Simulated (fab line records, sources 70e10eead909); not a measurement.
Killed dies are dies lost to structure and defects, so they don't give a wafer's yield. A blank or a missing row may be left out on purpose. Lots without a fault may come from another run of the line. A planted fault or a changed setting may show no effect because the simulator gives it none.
Which tool did it? | flow nand_harc | 12 lots, 36 wafers sampled, at 5 steps of a route of 1302

WHAT THE GAUGES READ, wafer by wafer
NHARC_P_STI_CD_MEAS_09: target cd 200 nm. Usual: cd_nm 200.4 nm, standard deviation 2.2.
lot  | measured     | on        | cd_nm (nm)        | flag
L328 | day 2 21:44  | cd_sem-03 | 200.0 198.2 198.7 |
L329 | day 3 05:21  | cd_sem-02 | 202.0 200.2 200.4 |
L330 | day 3 17:40  | cd_sem-03 | 201.8 199.4 197.1 |
L332 | day 4 12:43  | cd_sem-02 | 198.1 197.1 196.8 |
L333 | day 4 21:32  | cd_sem-03 | 198.3 201.8 203.3 |
L334 | day 5 06:43  | cd_sem-02 | 201.7 196.4 197.8 |
L335 | day 5 16:17  | cd_sem-01 | 197.0 196.5 197.1 |
L343 | day 9 00:31  | cd_sem-01 | 199.8 200.3 199.7 |
L345 | day 9 20:58  | cd_sem-03 | 199.1 201.1 199.0 |
L348 | day 11 07:37 | cd_sem-02 | 197.7 199.1 196.9 |
L349 | day 11 12:10 | cd_sem-03 | 202.3 201.9 198.4 |
L351 | day 12 09:14 | cd_sem-03 | 202.8 201.0 203.9 |

NHARC_END_SORT_01. Usual: killed_at_array 53, standard deviation 18; killed_at_other 0.9, standard deviation 1.3; killed_at_periphery 4, standard deviation 3.1; killed_dies 58, standard deviation 18; killed_open 3.4, standard deviation 2; killed_short 2.5, standard deviation 1.8.
lot  | measured     | on        | killed_at_array | killed_at_other | killed_at_periphery | killed_dies | killed_open | killed_short | flag
L345 | day 31 19:02 | prober-02 | 50 57 78        | 1 6 1           | 6 11 7              | 57 74 86    | 1 8 4       | 4 1 2        |

WHICH TOOL RAN EACH LOT (tool, then ch and the chambers of the sampled wafers, then the start)
lot  | NHARC_P_STI_DESCUM_14              | NHARC_P_STI_ANNEAL_34         | NHARC_P_GATE_ETCH_114
L328 | rie_diel-09 ch 0,1,3, day 2 21:59  | furnace-08 ch 0, day 3 13:46  | rie_diel-07 ch 0,2, no start
L329 | rie_diel-06 ch 0,2, day 3 05:36    | furnace-06 ch 0, day 3 21:04  | rie_diel-07 ch 0,1,3, no start
L330 | rie_diel-09 ch 0,2,3, day 3 17:55  | furnace-06 ch 0, day 4 08:48  | rie_diel-12 ch 0,1,3, no start
L332 | rie_diel-13 ch 0,1,3, day 4 12:59  | furnace-01 ch 0, day 5 02:53  | rie_diel-07 ch 0,1, no start
L333 | rie_diel-06 ch 0,1,3, day 4 21:48  | furnace-01 ch 0, day 5 11:19  | rie_diel-03 ch 0,1, no start
L334 | rie_diel-06 ch 1,2,3, day 5 06:58  | furnace-01 ch 0, day 5 21:48  | rie_diel-12 ch 1,2, no start
L335 | rie_diel-13 ch 0,3, day 5 16:32    | furnace-06 ch 0, day 6 10:23  | rie_diel-03 ch 0,1,2, no start
L343 | rie_diel-06 ch 0,2,3, day 9 00:47  | furnace-06 ch 0, day 9 16:21  | rie_diel-03 ch 0,2, no start
L345 | rie_diel-06 ch 1,2, day 9 21:13    | furnace-06 ch 0, day 10 17:04 | rie_diel-03 ch 1,2,3, day 31 19:02 or earlier
L348 | rie_diel-09 ch 0,1, day 11 07:52   | furnace-01 ch 0, day 11 20:55 | rie_diel-03 ch 1,2,3, no start
L349 | rie_diel-06 ch 0,1,2, day 11 12:25 | furnace-08 ch 0, day 12 02:27 | rie_diel-12 ch 1,2,3, no start
L351 | rie_diel-06 ch 0,3, day 12 09:29   | furnace-06 ch 0, day 12 23:43 | rie_diel-03 ch 0,2,3, no start
- NHARC_P_STI_DESCUM_14: chemistry O2, time 3 s.
- NHARC_P_STI_ANNEAL_34: time 1800 s.
- NHARC_P_GATE_ETCH_114: etches the open film in CF4/O2, target depth 30 nm, overetch 3 nm, time 16.5 s.

WHAT THE TOOLS THEMSELVES READ (means of the sampled wafers that have a number; where no wafer has one, the mark that the record gives instead)
NHARC_P_STI_DESCUM_14. Usual: chamber_pressure_mTorr 60.00 mTorr, standard deviation 0.056; drypump_motor_current_A 5.6 A, standard deviation 0.42; oes_product_au 0.996 a.u., standard deviation 0.0071; rf_vpp_V 57.7 V, standard deviation 0.87; showerhead_plenum_p_Torr 1.90 Torr, standard deviation 0.054; throttle_valve_pct 11.311 %, standard deviation 0.0085.
lot  | tool        | chamber_pressure_mTorr (mTorr) | drypump_motor_current_A (A) | oes_product_au (a.u.) | rf_vpp_V (V) | showerhead_plenum_p_Torr (Torr) | throttle_valve_pct (%) | flag
L328 | rie_diel-09 | 60.03                          | 5.7                         | 0.998                 | 57.2         | 1.90                            | 11.307                 |
L329 | rie_diel-06 | 59.91                          | 5.0                         | 0.991                 | 57.9         | 1.90                            | 11.311                 |
L330 | rie_diel-09 | 59.98                          | 5.8                         | 0.992                 | 58.0         | 1.96                            | 11.312                 |
L332 | rie_diel-13 | 60.01                          | 5.7                         | 1.006                 | 57.4         | 1.87                            | 11.311                 |
L333 | rie_diel-06 | 59.96                          | 5.5                         | 0.992                 | 57.2         | 1.88                            | 11.308                 |
L334 | rie_diel-06 | 60.02                          | 5.7                         | 0.997                 | 56.8         | 1.88                            | 11.317                 |
L335 | rie_diel-13 | 59.99                          | 6.1                         | 1.012                 | 56.8         | 1.86                            | 11.308                 |
L343 | rie_diel-06 | 60.05                          | 5.5                         | 0.992                 | 58.2         | 1.89                            | 11.308                 |
L345 | rie_diel-06 | 59.94                          | 5.5                         | 0.998                 | 58.4         | 1.89                            | 11.313                 |
L348 | rie_diel-09 | 60.03                          | 5.6                         | 0.993                 | 57.7         | 1.86                            | 11.324                 |
L349 | rie_diel-06 | 59.99                          | 5.3                         | 1.001                 | 57.7         | 1.89                            | 11.308                 |
L351 | rie_diel-06 | 59.96                          | 5.7                         | 1.002                 | 57.5         | 1.89                            | 11.309                 |

NHARC_P_STI_ANNEAL_34. Usual: run_length_s 1828 s, standard deviation 7.
lot  | tool       | run_length_s (s) | flag
L328 | furnace-08 | 1818             |
L329 | furnace-06 | 1835             |
L330 | furnace-06 | 1835             |
L332 | furnace-01 | 1816             |
L333 | furnace-01 | 1816             |
L334 | furnace-01 | 1816             |
L335 | furnace-06 | 1831             |
L343 | furnace-06 | 1478             | OFF
L345 | furnace-06 | 1472             | OFF
L348 | furnace-01 | 1826             |
L349 | furnace-08 | 1823             |
L351 | furnace-06 | 1840             |

NHARC_P_GATE_ETCH_114. Usual: chamber_pressure_mTorr 30.001 mTorr, standard deviation 0.027; drypump_motor_current_A 5.6 A, standard deviation 0.38; oes_product_au 0.998 a.u., standard deviation 0.0075; rf_vpp_V 198.2 V, standard deviation 1.5; showerhead_plenum_p_Torr 1.35 Torr, standard deviation 0.06; throttle_valve_pct 13.397 %, standard deviation 0.0083.
lot  | tool        | chamber_pressure_mTorr (mTorr) | drypump_motor_current_A (A) | oes_product_au (a.u.) | rf_vpp_V (V) | showerhead_plenum_p_Torr (Torr) | throttle_valve_pct (%) | flag
L328 | rie_diel-07 | 29.994                         | 5.4                         | 1.013                 | 198.6        | 1.38                            | 13.397                 |
L329 | rie_diel-07 | 30.016                         | 5.5                         | 0.999                 | 199.0        | 1.40                            | 13.408                 |
L330 | rie_diel-12 | 29.980                         | 5.7                         | 0.997                 | 196.9        | 1.30                            | 13.402                 |
L332 | rie_diel-07 | 29.976                         | 5.3                         | 0.994                 | 199.5        | 1.38                            | 13.406                 |
L333 | rie_diel-03 | 30.004                         | 5.5                         | 0.997                 | 196.7        | 1.28                            | 13.405                 |
L334 | rie_diel-12 | 29.980                         | 5.4                         | 0.997                 | 197.9        | 1.36                            | 13.388                 |
L335 | rie_diel-03 | 30.014                         | 5.3                         | 0.991                 | 198.0        | 1.33                            | 13.396                 |
L343 | rie_diel-03 | 30.043                         | 5.1                         | 0.997                 | 199.3        | 1.37                            | 13.403                 |
L345 | rie_diel-03 | 30.016                         | 5.8                         | 0.994                 | 197.5        | 1.33                            | 13.399                 |
L348 | rie_diel-03 | 29.994                         | 5.8                         | 1.003                 | 197.6        | 1.33                            | 13.395                 |
L349 | rie_diel-12 | 29.989                         | 5.5                         | 0.994                 | 198.0        | 1.35                            | 13.398                 |
L351 | rie_diel-03 | 30.018                         | 5.5                         | 1.003                 | 198.4        | 1.37                            | 13.400                 |

THE ANSWER, worked out from the rows above alone
Rule: a lot is off if the mean of its wafers that have a number lies more than 3 standard deviations from the usual mean. A lot without any number at a reading at which 4 lots or more have one is off too. The other lots that the step has rows for count as sound. The gauges are gone through in route order, then the tools' own readings, and for those a lot's mean is taken as printed above. The first step at which some lot is off is used, and at that step the reading that is off furthest; a lot without a number counts as furthest.
Off: L343, L345, at NHARC_P_STI_ANNEAL_34 (run_length_s).
A tool fits if, at that step or a process step before it, it ran every lot that is off, and no sound lot after the first of them. None of those tried fits.

WHAT THE SIMULATOR HAD PUT IN
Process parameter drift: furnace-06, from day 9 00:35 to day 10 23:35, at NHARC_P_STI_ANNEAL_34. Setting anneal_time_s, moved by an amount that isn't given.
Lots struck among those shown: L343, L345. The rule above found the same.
